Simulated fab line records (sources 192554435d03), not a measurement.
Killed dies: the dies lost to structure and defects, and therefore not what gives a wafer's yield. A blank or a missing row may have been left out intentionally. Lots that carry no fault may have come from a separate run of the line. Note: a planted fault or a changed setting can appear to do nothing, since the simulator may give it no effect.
fab line records | flow n5-finfet
[record] lots = 7 | wafers = 39
route steps=1938 shown DUMMY_GATE@246 SD_EPI_N@275 SD_EPI_P@300
start-h: start of the lot's first displayed wafer, in hours after the record's first day | wait-h: hours elapsed since this lot's preceding step | " as in the row above | L1.1+2: several wafers, shown together as one row | - no value, or no start was given | * or withheld: withheld | < > ~ a bound
route shown NAME@n: names a module that has steps shown in the file, with the first one's number in the route | usual: mean and standard deviation over wafers with no fault | same: alike in all rows | chamber/n: place in a boat | sites: each site's reading | _std_site: their standard deviation | _edge_site: mean of outer sites minus mean of inner sites | radius-mm: for every site, how far away it sits from the centre of the wafer | mask NAME#n: copy n | behind: the tool/chamber that last shaped the wafer | hold: reason for holding the lot/hours on hold/outcome of the hold | device: names the non-switching transistor (n, p or np) | end of line: the tests these same wafers got at the end of their route | for a step that has no rows: nothing shown but its recipe | killed: the dies lost at the first sort to structure and to defects; this is not the yield of the wafer | map: dies across one wafer; x = killed, . = not, _ = none there
set.NAME: the setting the step ran with; set.NAME@STEP: the setting that earlier step ran with | model.NAME: the simulator's own value behind a step, which no gauge read
lots with deliberately changed settings; one table per step, one row per wafer
[[steps]]
[step N5_DUMMY_GATE_ETCH_32]
[recipe] chemistry = CF4 | target = SiO2 | target-depth-a = 35 | time-s = 3.9 | ion-energy-ev = 350 | pressure-mtorr = 10 | icp-w = 800 | bias-w = 400 | cf4-flow-sccm = 80
lot.wafer | tool      | chamber | start-h | wait-h | set.time-s | model.etch.depth-nm
L074.1    | rie-si-01 | 1       | 52.43   | 0.1    | 3.9        | 3.459
L074.2    | "         | 0       | "       | "      | 3.215      | 2.962
L074.3    | "         | 3       | "       | "      | 3.9        | 3.54
L074.4    | "         | 2       | "       | "      | 3.9        | 3.542
L074.5    | "         | 1       | "       | "      | 3.215      | 2.873
L074.6    | "         | 2       | "       | "      | 3.215      | 2.916
L078.1    | rie-si-02 | 3       | 72.64   | 0.1    | 3.9        | 3.457
L078.2    | "         | 2       | "       | "      | 3.9        | 3.455
L078.3    | "         | 0       | "       | "      | 3.9        | 3.485
L078.4    | "         | 1       | "       | "      | 3.9        | 3.413
L078.5    | "         | 0       | "       | "      | 3.9        | 3.451
L078.6    | "         | 1       | "       | "      | 3.9        | 3.431
L080.1    | rie-si-02 | 2       | 83.94   | 0.1    | 3.9        | 3.469
L080.2    | "         | 1       | "       | "      | 3.9        | 3.451
L080.3    | "         | 0       | "       | "      | 3.9        | 3.479
L080.4    | "         | 3       | "       | "      | 3.9        | 3.49
L080.5    | "         | 2       | "       | "      | 3.9        | 3.458
L080.6    | "         | 1       | "       | "      | 3.9        | 3.487
L082.3    | rie-si-04 | 2       | 96.41   | 0.1    | 3.9        | 3.523
L082.4    | "         | 0       | "       | "      | 3.9        | 3.448
L082.6    | "         | 3       | "       | "      | 3.9        | 3.522
L091.1    | rie-si-01 | 1       | 149.40  | 0.1    | 3.9        | 3.445
L091.2    | "         | 3       | "       | "      | 3.9        | 3.498
L091.3    | "         | 2       | "       | "      | 4.403      | 4.016
L091.4    | "         | 0       | "       | "      | 4.403      | 4.063
L091.5    | "         | 1       | "       | "      | 4.403      | 3.918
L091.6    | "         | 2       | "       | "      | 3.9        | 3.53
L093.1    | rie-si-01 | 2       | 163.29  | 0.1    | 3.9        | 3.545
L093.2    | "         | 3       | "       | "      | 4.821      | 4.34
L093.3    | "         | 0       | "       | "      | 4.821      | 4.449
L093.4    | "         | 1       | "       | "      | 3.9        | 3.486
L093.5    | "         | 1       | "       | "      | 4.821      | 4.304
L093.6    | "         | 2       | "       | "      | 3.9        | 3.534
L094.1    | rie-si-01 | 3       | 170.20  | 0.1    | 3.9        | 3.509
L094.2    | "         | 0       | "       | "      | 3.9        | 3.611
L094.3+5  | "         | 2,3     | "       | "      | 3.9        | 3.504
L094.4    | "         | 1       | "       | "      | 3.9        | 3.446
L094.6    | "         | 2       | "       | "      | 3.9        | 3.514
[step N5_DUMMY_GATE_ETCH_42]
[recipe] chemistry = CHF3/O2 | target = SiO2 | target-depth-a = 35 | time-s = 31 | ion-energy-ev = 30 | bias-w = 12 | pressure-mtorr = 30 | source-w = 600 | Ar_flow_sccm = 200 | CHF3_flow_sccm = 50 | O2_flow_sccm = 5
[usual] rf-vpp-V = 42.7/0.86
lot.wafer | tool        | chamber | start-h | wait-h | set.bias-w | rf-vpp-V
L074.1    | rie-diel-01 | 1       | 52.68   | 0.0    | 12         | 42.7
L074.2    | "           | 3       | "       | "      | 14.26      | 49.3
L074.3    | "           | 0       | "       | "      | 14.26      | 48.5
L074.4    | "           | 2       | "       | "      | 14.26      | 48.3
L074.5    | "           | 2       | "       | "      | 12         | 41.0
L074.6    | "           | 3       | "       | "      | 12         | 44.2
L078.1    | rie-diel-02 | 3       | 72.89   | 0.0    | 12         | 41.6
L078.2    | "           | 1       | "       | "      | 12         | 42.7
L078.3    | "           | 0       | "       | "      | 12.92      | 45.6
L078.4    | "           | 2       | "       | "      | 12.92      | 43.1
L078.5    | "           | 0       | "       | "      | 12         | 42.8
L078.6    | "           | 1       | "       | "      | 12.92      | 44.8
L080.1    | rie-diel-03 | 1       | 84.18   | 0.0    | 11.39      | 39.9
L080.2    | "           | 0       | "       | "      | 11.39      | 40.7
L080.3    | "           | 3       | "       | "      | 12         | 43.8
L080.4    | "           | 1       | "       | "      | 12         | 43.3
L080.5    | "           | 3       | "       | "      | 12         | 43.8
L080.6    | "           | 0       | "       | "      | 11.39      | 39.4
L082.3    | rie-diel-03 | 1       | 96.66   | 0.0    | 12         | 42.3
L082.4    | "           | 0       | "       | "      | 12         | 42.9
L082.6    | "           | 2       | "       | "      | 12         | 42.0
L091.1    | rie-diel-02 | 3       | 149.65  | 0.0    | 12         | 44.9
L091.2    | "           | 2       | "       | "      | 12         | 43.6
L091.3    | "           | 0       | "       | "      | 13.32      | 45.5
L091.4    | "           | 1       | "       | "      | 13.32      | 45.0
L091.5    | "           | 3       | "       | "      | 12         | 42.7
L091.6    | "           | 0       | "       | "      | 13.32      | 45.9
L093.1    | rie-diel-03 | 2       | 163.53  | 0.0    | 12         | 41.4
L093.2    | "           | 0       | "       | "      | 13.74      | 48.5
L093.3    | "           | 1       | "       | "      | 13.74      | 45.7
L093.4    | "           | 3       | "       | "      | 13.74      | 46.3
L093.5    | "           | 1       | "       | "      | 12         | 41.6
L093.6    | "           | 2       | "       | "      | 12         | 43.6
L094.1    | rie-diel-01 | 0       | 170.45  | 0.0    | 12         | 41.8
L094.2    | "           | 3       | "       | "      | 12         | 42.9
L094.3    | "           | 2       | "       | "      | 12         | 43.6
L094.4    | "           | 1       | "       | "      | 13.59      | 47.3
L094.5    | "           | 2       | "       | "      | 13.59      | 47.2
L094.6    | "           | 1       | "       | "      | 13.59      | 47.3
[step N5_SD_EPI_N_ETCH_35]
[recipe] chemistry = N2/H2 | target = SOC | overetch-a = 1080 | mask-material = SiARC | temp-c = 40 | ion-energy-ev = 100 | source-w = 3000 | bias-w = 133 | pressure-mtorr = 20 | time-s = 486 | n2-flow-sccm = 200 | h2-flow-sccm = 200
[usual] rf-vpp-V = 240.9/1.4
lot.wafer | tool        | chamber | start-h | wait-h | set.source-w | rf-vpp-V | model.SiARC_of_SD_EPI_N_COAT_33.thk-nm
L074.1    | rie-diel-06 | 2       | 54.11   | 0.0    | 3000         | 238.4    | 20.2
L074.2    | "           | 3       | "       | "      | 3000         | 239.5    | 20
L074.3    | "           | 1       | "       | "      | 3000         | 243.6    | 20.2
L074.4    | "           | 2       | "       | "      | 3000         | 239.3    | 20
L074.5    | "           | 3       | "       | "      | 3000         | 241.2    | 20.2
L074.6    | "           | 1       | "       | "      | 3000         | 242.5    | 20.2
L078.1    | rie-diel-05 | 3       | 74.18   | 0.0    | 3234         | 234.1    | 19.2
L078.2    | "           | 1       | "       | "      | 3000         | 242.2    | 19.8
L078.3    | "           | 0       | "       | "      | 3234         | 231.4    | 19.2
L078.4    | "           | 2       | "       | "      | 3234         | 234.7    | 19.4
L078.5    | "           | 1       | "       | "      | 3000         | 240.8    | 19.8
L078.6    | "           | 2       | "       | "      | 3000         | 241.9    | 20.2
L080.1    | rie-diel-04 | 1       | 85.74   | 0.0    | 3000         | 240.2    | 19.8
L080.2    | "           | 2       | "       | "      | 3000         | 242.0    | 19.8
L080.3    | "           | 0       | "       | "      | 3000         | 241.7    | 20
L080.4    | "           | 3       | "       | "      | 3000         | 241.7    | 20.2
L080.5    | "           | 0       | "       | "      | 3000         | 242.8    | 20
L080.6    | "           | 1       | "       | "      | 3000         | 242.5    | 19.8
L082.3    | rie-diel-05 | 3       | 98.08   | 0.0    | 3000         | 240.8    | 20.2
L082.4    | "           | 2       | "       | "      | 3000         | 241.2    | 20.4
L082.6    | "           | 0       | "       | "      | 3000         | 239.8    | 20.2
L091.1    | rie-diel-06 | 1       | 151.80  | 0.0    | 3000         | 242.2    | 20.2
L091.2    | "           | 2       | "       | "      | 3000         | 238.7    | 19.6
L091.3    | "           | 0       | "       | "      | 3000         | 241.2    | 20.2
L091.4    | "           | 3       | "       | "      | 3000         | 237.9    | 20
L091.5    | "           | 0       | "       | "      | 3000         | 240.4    | 20.2
L091.6    | "           | 1       | "       | "      | 3000         | 242.2    | 19.8
L093.1    | rie-diel-06 | 0       | 165.21  | 0.0    | 3294         | 232.2    | 18.8
L093.2    | "           | 2       | "       | "      | 3000         | 238.9    | 19.8
L093.3    | "           | 1       | "       | "      | 3294         | 235.6    | 18.8
L093.4    | "           | 3       | "       | "      | 3000         | 238.5    | 20
L093.5    | "           | 0       | "       | "      | 3000         | 240.5    | 20.2
L093.6    | "           | 3       | "       | "      | 3294         | 230.8    | 19
L094.1    | rie-diel-06 | 2       | 171.74  | 0.0    | 2630         | 250.2    | 21
L094.2    | "           | 0       | "       | "      | 3000         | 240.9    | 19.8
L094.3    | "           | 3       | "       | "      | 2630         | 250.1    | 21.2
L094.4    | "           | 1       | "       | "      | 3000         | 243.8    | 20
L094.5    | "           | 3       | "       | "      | 2630         | 249.6    | 21.2
L094.6    | "           | 0       | "       | "      | 3000         | 240.5    | 20
[step N5_SD_EPI_N_STRIP_36]
[recipe] chemistry = N2/H2 | temp-c = 40 | n2-flow-sccm = 200 | h2-flow-sccm = 200 | rf-frequency-hz = 6e+07
[step N5_SD_EPI_N_ETCHBACK_44]
[recipe] chemistry = CH3F/O2 | mode = anisotropic-etchback | target = SiNx | target-depth-a = 145 | stop-on = SiO2 | over-etch-frac = 0.3 | ion-energy-ev = 120 | pressure-mtorr = 30 | source-w = 395 | bias-w = 73 | Ar_flow_sccm = 150 | CH3F_flow_sccm = 30 | O2_flow_sccm = 20
lot.wafer      | tool        | chamber   | start-h | wait-h | set.source-w@SD_EPI_N_ETCH_35 | model.SiARC_of_SD_EPI_N_COAT_33.thk-nm
L074.1+3+4+5+6 | rie-diel-06 | 2,1,2,3,1 | 54.44   | 0.0    | 3000                          | 16.4
L074.2         | "           | 3         | "       | "      | 3000                          | 16.2
L078.1+3+4     | rie-diel-05 | 3,0,2     | 74.51   | 0.0    | 3234                          | 15.6
L078.2         | "           | 1         | "       | "      | 3000                          | 16
L078.5         | "           | 1         | "       | "      | 3000                          | 15.8
L078.6         | "           | 2         | "       | "      | 3000                          | 16.4
L080.1+2+5+6   | rie-diel-04 | 1,2,0,1   | 86.06   | 0.0    | 3000                          | 16
L080.3         | "           | 0         | "       | "      | 3000                          | 16.2
L080.4         | "           | 3         | "       | "      | 3000                          | 16.6
L082.3+4+6     | rie-diel-05 | 3,2,0     | 98.40   | 0.0    | 3000                          | 16.6
L091.1+3+5     | rie-diel-06 | 1,0,0     | 152.12  | 0.0    | 3000                          | 16.4
L091.2         | "           | 2         | "       | "      | 3000                          | 15.8
L091.4         | "           | 3         | "       | "      | 3000                          | 16.2
L091.6         | "           | 1         | "       | "      | 3000                          | 16
L093.1+3       | rie-diel-06 | 0,1       | 165.53  | 0.0    | 3294                          | 15
L093.2         | "           | 2         | "       | "      | 3000                          | 16
L093.4         | "           | 3         | "       | "      | 3000                          | 16.2
L093.5         | "           | 0         | "       | "      | 3000                          | 16.4
L093.6         | "           | 3         | "       | "      | 3294                          | 15.2
L094.1         | rie-diel-06 | 2         | 172.06  | 0.0    | 2630                          | 17.2
L094.2+4+6     | "           | 0,1,0     | "       | "      | 3000                          | 16.2
L094.3+5       | "           | 3         | "       | "      | 2630                          | 17.4
[step N5_SD_EPI_P_EXPOSE_06]
[recipe] mask-id = SD_P_BLK | na = 1.35 | source-shape = conventional | sigma-outer = 0.8 | polarization = unpolarized | target-cd-nm = 240 | dose-mj = 39.5
lot.wafer        | tool            | chamber | start-h | wait-h | mask       | set.dose-mj
L074.1+4+5       | arfi-scanner-03 | 0       | 58.60   | -      | SD_P_BLK#0 | 42.43
L074.2+3+6       | "               | 0       | "       | "      | SD_P_BLK#0 | 39.5
L078.1+3+5       | arfi-scanner-02 | 0       | 78.89   | -      | SD_P_BLK#0 | 39.5
L078.2+4+6       | "               | 0       | "       | "      | SD_P_BLK#0 | 41.09
L080.1+2+4       | arfi-scanner-03 | 0       | 90.21   | -      | SD_P_BLK#0 | 38.24
L080.3+5+6       | "               | 0       | "       | "      | SD_P_BLK#0 | 39.5
L082.3+4+6       | arfi-scanner-03 | 0       | 102.36  | -      | SD_P_BLK#0 | 39.5
L091.1+5+6       | arfi-scanner-02 | 0       | 155.95  | -      | SD_P_BLK#0 | 39.5
L091.2+3+4       | "               | 0       | "       | "      | SD_P_BLK#0 | 38.36
L093.1+4+5       | arfi-scanner-02 | 0       | 170.10  | -      | SD_P_BLK#0 | 39.5
L093.2+3+6       | "               | 0       | "       | "      | SD_P_BLK#0 | 36.44
L094.1+2+3+4+5+6 | arfi-scanner-02 | 0       | 177.43  | -      | SD_P_BLK#0 | 39.5
[step N5_SD_EPI_P_PEB_07]
[recipe] peb-temp-c = 110 | peb-time-s = 60 | resist = CAR-ArF-block
[step N5_SD_EPI_P_DEVELOP_08]
[recipe] develop-time-s = 30 | developer = TMAH | resist = CAR-ArF-block | dev-temp-c = 23 | rinse-liquid = diw | dry = air-spin
[step N5_SD_EPI_P_CD_MEAS_09]
[recipe] target-cd-nm = 240 | landing-energy-ev = 500 | detector = se-inlens
[usual] cd-nm = 240.1/0.68
lot.wafer | tool      | chamber | start-h | wait-h | set.dose-mj@SD_EPI_P_EXPOSE_06 | cd-nm
L074.1    | cd-sem-02 | 0       | 58.72   | -      | 42.43                          | 245.1
L074.2    | "         | 0       | "       | "      | 39.5                           | 240.8
L074.3    | "         | 0       | "       | "      | 39.5                           | 240.6
L074.4    | "         | 0       | "       | "      | 42.43                          | 245.4
L074.5    | "         | 0       | "       | "      | 42.43                          | 245.2
L074.6    | "         | 0       | "       | "      | 39.5                           | 240.4
L078.1    | cd-sem-02 | 0       | 79.01   | -      | 39.5                           | 240.5
L078.2    | "         | 0       | "       | "      | 41.09                          | 243.3
L078.3    | "         | 0       | "       | "      | 39.5                           | 241.5
L078.4    | "         | 0       | "       | "      | 41.09                          | 243.6
L078.5    | "         | 0       | "       | "      | 39.5                           | 240.2
L078.6    | "         | 0       | "       | "      | 41.09                          | 242.9
L080.1    | cd-sem-02 | 0       | 90.33   | -      | 38.24                          | 238.7
L080.2    | "         | 0       | "       | "      | 38.24                          | 238.0
L080.3    | "         | 0       | "       | "      | 39.5                           | 240.7
L080.4    | "         | 0       | "       | "      | 38.24                          | 238.5
L080.5    | "         | 0       | "       | "      | 39.5                           | 239.8
L080.6    | "         | 0       | "       | "      | 39.5                           | 240.5
L082.3    | cd-sem-03 | 0       | 102.48  | -      | 39.5                           | 239.3
L082.4    | "         | 0       | "       | "      | 39.5                           | 240.2
L082.6    | "         | 0       | "       | "      | 39.5                           | 239.1
L091.1    | cd-sem-03 | 0       | 156.08  | -      | 39.5                           | 239.7
L091.2    | "         | 0       | "       | "      | 38.36                          | 238.4
L091.3    | "         | 0       | "       | "      | 38.36                          | 237.9
L091.4    | "         | 0       | "       | "      | 38.36                          | 238.0
L091.5    | "         | 0       | "       | "      | 39.5                           | 239.2
L091.6    | "         | 0       | "       | "      | 39.5                           | 239.7
L093.1    | cd-sem-02 | 0       | 170.22  | -      | 39.5                           | 239.2
L093.2    | "         | 0       | "       | "      | 36.44                          | 233.9
L093.3    | "         | 0       | "       | "      | 36.44                          | 233.8
L093.4    | "         | 0       | "       | "      | 39.5                           | 239.8
L093.5    | "         | 0       | "       | "      | 39.5                           | 239.7
L093.6    | "         | 0       | "       | "      | 36.44                          | 233.5
L094.1    | cd-sem-03 | 0       | 177.56  | -      | 39.5                           | 239.7
L094.2    | "         | 0       | "       | "      | 39.5                           | 240.4
L094.3    | "         | 0       | "       | "      | 39.5                           | 240.3
L094.4    | "         | 0       | "       | "      | 39.5                           | 239.3
L094.5    | "         | 0       | "       | "      | 39.5                           | 240.4
L094.6    | "         | 0       | "       | "      | 39.5                           | 239.4
[step N5_SD_EPI_P_DESCUM_14]
[recipe] chemistry = O2 | time-s = 7.9 | source-power-w = 50 | bias-power-w = 20 | pressure-mtorr = 20 | rf-frequency-hz = 2.712e+07 | temp-c = 40 | resist = CAR-ArF-block | o2-flow-sccm = 225
lot.wafer  | tool        | chamber | start-h | wait-h | set.dose-mj@SD_EPI_P_EXPOSE_06 | model.SD_EPI_P.cd-nm
L074.1+4+5 | rie-diel-03 | 0,3,1   | 58.81   | 0.0    | 42.43                          | 245.2
L074.2+3+6 | "           | 1,2,0   | "       | "      | 39.5                           | 240.6
L078.1     | rie-diel-03 | 1       | 79.10   | 0.0    | 39.5                           | 240.6
L078.2     | "           | 3       | "       | "      | 41.09                          | 242.8
L078.3     | "           | 0       | "       | "      | 39.5                           | 241.2
L078.4     | "           | 1       | "       | "      | 41.09                          | 243.6
L078.5     | "           | 3       | "       | "      | 39.5                           | 240.2
L078.6     | "           | 0       | "       | "      | 41.09                          | 242.6
L080.1     | rie-diel-02 | 1       | 90.42   | 0.0    | 38.24                          | 238.6
L080.2+4   | "           | 0,1     | "       | "      | 38.24                          | 238
L080.3     | "           | 2       | "       | "      | 39.5                           | 240.6
L080.5     | "           | 2       | "       | "      | 39.5                           | 239.8
L080.6     | "           | 0       | "       | "      | 39.5                           | 240.2
L082.3+6   | rie-diel-03 | 1,2     | 102.56  | 0.0    | 39.5                           | 239.6
L082.4     | "           | 3       | "       | "      | 39.5                           | 239.8
L091.1     | rie-diel-03 | 2       | 156.17  | 0.0    | 39.5                           | 239.8
L091.2+3+4 | "           | 0,3,1   | "       | "      | 38.36                          | 238
L091.5     | "           | 3       | "       | "      | 39.5                           | 239.2
L091.6     | "           | 2       | "       | "      | 39.5                           | 239.6
L093.1     | rie-diel-02 | 1       | 170.31  | 0.0    | 39.5                           | 239.6
L093.2     | "           | 2       | "       | "      | 36.44                          | 233.8
L093.3     | "           | 3       | "       | "      | 36.44                          | 233.4
L093.4     | "           | 0       | "       | "      | 39.5                           | 239.8
L093.5     | "           | 2       | "       | "      | 39.5                           | 240
L093.6     | "           | 1       | "       | "      | 36.44                          | 233.6
L094.1     | rie-diel-03 | 1       | 177.65  | 0.0    | 39.5                           | 239.8
L094.2     | "           | 3       | "       | "      | 39.5                           | 240.2
L094.3+5   | "           | 0       | "       | "      | 39.5                           | 240.4
L094.4+6   | "           | 1,3     | "       | "      | 39.5                           | 239.6
[step N5_SD_EPI_P_ETCH_36]
[recipe] chemistry = CF4 | target = SiARC | target-depth-a = 455 | mask-material = CAR-ArF-block | time-s = 75.8 | ion-energy-ev = 80 | pressure-mtorr = 40 | source-w = 545 | bias-w = 36 | Ar_flow_sccm = 100 | cf4-flow-sccm = 100 | ends = cleared
lot.wafer  | tool        | chamber | start-h | wait-h | set.dose-mj@SD_EPI_P_EXPOSE_06 | model.SD_EPI_P.cd-nm
L074.1+5   | rie-diel-03 | 0,1     | 58.84   | 0.0    | 42.43                          | 245.2
L074.2+6   | "           | 1,0     | "       | "      | 39.5                           | 240.6
L074.3     | "           | 2       | "       | "      | 39.5                           | 240.8
L074.4     | "           | 3       | "       | "      | 42.43                          | 245.4
L078.1     | rie-diel-03 | 1       | 79.14   | 0.0    | 39.5                           | 240.6
L078.2     | "           | 3       | "       | "      | 41.09                          | 242.6
L078.3     | "           | 0       | "       | "      | 39.5                           | 241
L078.4     | "           | 1       | "       | "      | 41.09                          | 243.4
L078.5     | "           | 3       | "       | "      | 39.5                           | 240
L078.6     | "           | 0       | "       | "      | 41.09                          | 242.4
L080.1     | rie-diel-02 | 1       | 90.45   | 0.0    | 38.24                          | 238.6
L080.2+4   | "           | 0,1     | "       | "      | 38.24                          | 238
L080.3     | "           | 2       | "       | "      | 39.5                           | 240.6
L080.5     | "           | 2       | "       | "      | 39.5                           | 239.8
L080.6     | "           | 0       | "       | "      | 39.5                           | 240.2
L082.3     | rie-diel-03 | 1       | 102.60  | 0.0    | 39.5                           | 239.8
L082.4     | "           | 3       | "       | "      | 39.5                           | 240.2
L082.6     | "           | 2       | "       | "      | 39.5                           | 239.6
L091.1     | rie-diel-03 | 2       | 156.20  | 0.0    | 39.5                           | 239.8
L091.2+3+4 | "           | 0,3,1   | "       | "      | 38.36                          | 238
L091.5     | "           | 3       | "       | "      | 39.5                           | 239.4
L091.6     | "           | 2       | "       | "      | 39.5                           | 239.6
L093.1     | rie-diel-02 | 1       | 170.34  | 0.0    | 39.5                           | 239.4
L093.2     | "           | 2       | "       | "      | 36.44                          | 233.8
L093.3+6   | "           | 3,1     | "       | "      | 36.44                          | 233.4
L093.4+5   | "           | 0,2     | "       | "      | 39.5                           | 240
L094.1+6   | rie-diel-03 | 1,3     | 177.68  | 0.0    | 39.5                           | 239.8
L094.2+5   | "           | 3,0     | "       | "      | 39.5                           | 240.4
L094.3     | "           | 0       | "       | "      | 39.5                           | 240.2
L094.4     | "           | 1       | "       | "      | 39.5                           | 239.6
[step N5_SD_EPI_P_ETCH_37]
[recipe] chemistry = N2/H2 | target = SOC | overetch-a = 1080 | mask-material = SiARC | temp-c = 40 | ion-energy-ev = 100 | source-w = 3000 | bias-w = 133 | pressure-mtorr = 20 | time-s = 486 | n2-flow-sccm = 200 | h2-flow-sccm = 200 | ends = end-point
lot.wafer | tool        | chamber | start-h | wait-h | set.dose-mj@SD_EPI_P_EXPOSE_06 | model.SD_EPI_P.cd-nm
L074.1+4  | rie-diel-03 | 0,3     | 58.90   | 0.0    | 42.43                          | 245.2
L074.2    | "           | 1       | "       | "      | 39.5                           | 240.4
L074.3    | "           | 2       | "       | "      | 39.5                           | 241.4
L074.5    | "           | 1       | "       | "      | 42.43                          | 244.8
L074.6    | "           | 0       | "       | "      | 39.5                           | 239.4
L078.1+3  | rie-diel-03 | 1,0     | 79.19   | 0.0    | 39.5                           | 240
L078.2+6  | "           | 3,0     | "       | "      | 41.09                          | 241.8
L078.4    | "           | 1       | "       | "      | 41.09                          | 242.6
L078.5    | "           | 3       | "       | "      | 39.5                           | 240.4
L080.1    | rie-diel-02 | 1       | 90.51   | 0.0    | 38.24                          | 238
L080.2    | "           | 0       | "       | "      | 38.24                          | 237.8
L080.3    | "           | 2       | "       | "      | 39.5                           | 240.4
L080.4    | "           | 1       | "       | "      | 38.24                          | 237.6
L080.5    | "           | 2       | "       | "      | 39.5                           | 239
L080.6    | "           | 0       | "       | "      | 39.5                           | 240.2
L082.3    | rie-diel-03 | 1       | 102.66  | 0.0    | 39.5                           | 239.2
L082.4    | "           | 3       | "       | "      | 39.5                           | 241.6
L082.6    | "           | 2       | "       | "      | 39.5                           | 240.6
L091.1    | rie-diel-03 | 2       | 156.26  | 0.0    | 39.5                           | 239
L091.2    | "           | 0       | "       | "      | 38.36                          | 237
L091.3    | "           | 3       | "       | "      | 38.36                          | 239.4
L091.4    | "           | 1       | "       | "      | 38.36                          | 235.8
L091.5    | "           | 3       | "       | "      | 39.5                           | 240
L091.6    | "           | 2       | "       | "      | 39.5                           | 240.2
L093.1    | rie-diel-02 | 1       | 170.40  | 0.0    | 39.5                           | 238.4
L093.2    | "           | 2       | "       | "      | 36.44                          | 233.8
L093.3    | "           | 3       | "       | "      | 36.44                          | 233.4
L093.4    | "           | 0       | "       | "      | 39.5                           | 240.2
L093.5    | "           | 2       | "       | "      | 39.5                           | 240
L093.6    | "           | 1       | "       | "      | 36.44                          | 232.4
L094.1    | rie-diel-03 | 1       | 177.74  | 0.0    | 39.5                           | 239
L094.2    | "           | 3       | "       | "      | 39.5                           | 241.2
L094.3    | "           | 0       | "       | "      | 39.5                           | 240.2
L094.4    | "           | 1       | "       | "      | 39.5                           | 238.8
L094.5    | "           | 0       | "       | "      | 39.5                           | 240
L094.6    | "           | 3       | "       | "      | 39.5                           | 241.8
[step N5_SD_EPI_P_STRIP_38]
[recipe] chemistry = N2/H2 | temp-c = 40 | n2-flow-sccm = 200 | h2-flow-sccm = 200 | rf-frequency-hz = 6e+07
[step N5_SD_EPI_P_ETCHBACK_46]
[recipe] chemistry = CH3F/O2 | mode = anisotropic-etchback | target = SiNx | target-depth-a = 175 | stop-on = SiO2 | over-etch-frac = 0.3 | ion-energy-ev = 120 | pressure-mtorr = 30 | source-w = 395 | bias-w = 73 | Ar_flow_sccm = 150 | CH3F_flow_sccm = 30 | O2_flow_sccm = 20
[step N5_SD_EPI_P_ETCH_47]
[recipe] chemistry = CH3F/O2 | target = SiOCN | target-depth-a = 250 | mask-material = SOC | ion-energy-ev = 60 | bias-w = 29 | pressure-mtorr = 30 | source-w = 410 | Ar_flow_sccm = 150 | CH3F_flow_sccm = 30 | O2_flow_sccm = 20
lot.wafer | tool        | chamber | start-h | wait-h | set.dose-mj@SD_EPI_P_EXPOSE_06 | model.SD_EPI_P.cd-nm
L074.1    | rie-diel-03 | 0       | 59.32   | 0.1    | 42.43                          | 245.2
L074.2    | "           | 1       | "       | "      | 39.5                           | 240.2
L074.3    | "           | 2       | "       | "      | 39.5                           | 241.4
L074.4    | "           | 3       | "       | "      | 42.43                          | 245.4
L074.5    | "           | 1       | "       | "      | 42.43                          | 244.8
L074.6    | "           | 0       | "       | "      | 39.5                           | 239.4
L078.1+3  | rie-diel-03 | 1,0     | 79.62   | 0.1    | 39.5                           | 239.8
L078.2+6  | "           | 3,0     | "       | "      | 41.09                          | 241.8
L078.4    | "           | 1       | "       | "      | 41.09                          | 242.6
L078.5    | "           | 3       | "       | "      | 39.5                           | 240.4
L080.1    | rie-diel-02 | 1       | 90.93   | 0.1    | 38.24                          | 238
L080.2    | "           | 0       | "       | "      | 38.24                          | 237.8
L080.3+6  | "           | 2,0     | "       | "      | 39.5                           | 240.2
L080.4    | "           | 1       | "       | "      | 38.24                          | 237.4
L080.5    | "           | 2       | "       | "      | 39.5                           | 238.8
L082.3    | rie-diel-03 | 1       | 103.08  | 0.1    | 39.5                           | 239.2
L082.4    | "           | 3       | "       | "      | 39.5                           | 241.4
L082.6    | "           | 2       | "       | "      | 39.5                           | 240.6
L091.1    | rie-diel-03 | 2       | 156.68  | 0.1    | 39.5                           | 239
L091.2    | "           | 0       | "       | "      | 38.36                          | 237
L091.3    | "           | 3       | "       | "      | 38.36                          | 239.4
L091.4    | "           | 1       | "       | "      | 38.36                          | 235.8
L091.5    | "           | 3       | "       | "      | 39.5                           | 240
L091.6    | "           | 2       | "       | "      | 39.5                           | 240.2
L093.1    | rie-diel-02 | 1       | 170.82  | 0.1    | 39.5                           | 238.6
L093.2    | "           | 2       | "       | "      | 36.44                          | 233.8
L093.3    | "           | 3       | "       | "      | 36.44                          | 233.6
L093.4    | "           | 0       | "       | "      | 39.5                           | 240.2
L093.5    | "           | 2       | "       | "      | 39.5                           | 240
L093.6    | "           | 1       | "       | "      | 36.44                          | 232.4
L094.1    | rie-diel-03 | 1       | 178.16  | 0.1    | 39.5                           | 239
L094.2    | "           | 3       | "       | "      | 39.5                           | 241.2
L094.3    | "           | 0       | "       | "      | 39.5                           | 240.2
L094.4    | "           | 1       | "       | "      | 39.5                           | 238.6
L094.5    | "           | 0       | "       | "      | 39.5                           | 240
L094.6    | "           | 3       | "       | "      | 39.5                           | 242
[[key]]
[split] step = N5_DUMMY_GATE_ETCH_32 | setting = time-s | stated = 3.9 | by = wafer
[response] step = N5_DUMMY_GATE_ETCH_32 | reading = model.etch.depth-nm | change = +0.0358 | per = 1% | r = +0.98
[split] step = N5_DUMMY_GATE_ETCH_42 | setting = bias-w | stated = 12 | by = wafer
[response] step = N5_DUMMY_GATE_ETCH_42 | reading = rf-vpp-V | change = +0.312 | per = 1% | r = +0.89
[split] step = N5_SD_EPI_N_ETCH_35 | setting = source-w | stated = 3000 | by = wafer
[response] step = N5_SD_EPI_N_ETCH_35 | reading = rf-vpp-V | change = -0.74 | per = 1% | r = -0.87
[response] step = N5_SD_EPI_N_ETCH_35 | reading = model.SiARC_of_SD_EPI_N_COAT_33.thk-nm | change = -0.101 | per = 1% | r = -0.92
[response] step = N5_SD_EPI_N_ETCHBACK_44 | reading = model.SiARC_of_SD_EPI_N_COAT_33.thk-nm | change = -0.093 | per = 1% | r = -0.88
[split] step = N5_SD_EPI_P_EXPOSE_06 | setting = dose-mj | stated = 39.5 | by = wafer
[response] step = N5_SD_EPI_P_CD_MEAS_09 | reading = cd-nm | change = +0.67 | per = 1% | r = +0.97
[response] step = N5_SD_EPI_P_DESCUM_14 | reading = model.SD_EPI_P.cd-nm | change = +0.683 | per = 1% | r = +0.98
[response] step = N5_SD_EPI_P_ETCH_36 | reading = model.SD_EPI_P.cd-nm | change = +0.686 | per = 1% | r = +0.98
[response] step = N5_SD_EPI_P_ETCH_37 | reading = model.SD_EPI_P.cd-nm | change = +0.7 | per = 1% | r = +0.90
[response] step = N5_SD_EPI_P_ETCH_47 | reading = model.SD_EPI_P.cd-nm | change = +0.709 | per = 1% | r = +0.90
